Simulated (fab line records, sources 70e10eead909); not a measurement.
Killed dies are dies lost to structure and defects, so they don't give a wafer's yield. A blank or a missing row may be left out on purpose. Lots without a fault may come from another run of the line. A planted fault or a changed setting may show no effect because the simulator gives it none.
One fault seen from 2 desks | flow nand_harc | each desk has only its own numbers; what lay behind them comes last

THE DEFECT DESK
What the inspections along the route counted, lot by lot: means of the sampled wafers that have a number. A lot is out of limits, marked OUT, if its mean lies more than 4 standard deviations from the usual mean; the brackets give that distance.
Columns: A = raw_defect_count at NHARC_P_GATE_INSPECT_68, usual 185
lot  | first seen here | A
L604 | day 6 14:41     | 190
L611 | day 9 11:08     | 185
L617 | day 12 00:25    | 472
L618 | day 12 12:41    | 360
L622 | day 14 01:38    | 111
L625 | day 15 16:17    | 173
This desk's finding: nothing out of limits on any of the 6 lots.

THE METROLOGY DESK
What the gauges read, lot by lot, whatever tool the lot ran on: means of the sampled wafers that have a number. A lot is out of limits, marked OUT, if its mean lies more than 4 standard deviations from the usual mean; the brackets give that distance.
Columns: A = cd_nm at NHARC_P_GATE_CD_MEAS_59, usual 719.9 nm; B = cd_nm at NHARC_P_GATE_CD_MEAS_91, usual 1999.7 nm
lot  | first seen here | A     | B
L604 | day 6 09:55     | 720.1 | 1999.6
L611 | day 9 06:22     | 720.0 | 1998.8
L617 | day 11 19:34    | 720.3 | 1999.4
L618 | day 12 07:56    | 720.7 | 2000.8
L622 | day 13 20:56    | 719.3 | 2001.1
L625 | day 15 11:28    | 720.5 | 2001.8
This desk's finding: nothing out of limits on any of the 6 lots.

PUT TOGETHER
The defect desk saw nothing out of limits.
The metrology desk saw nothing out of limits.

WHAT THE SIMULATOR HAD PUT IN
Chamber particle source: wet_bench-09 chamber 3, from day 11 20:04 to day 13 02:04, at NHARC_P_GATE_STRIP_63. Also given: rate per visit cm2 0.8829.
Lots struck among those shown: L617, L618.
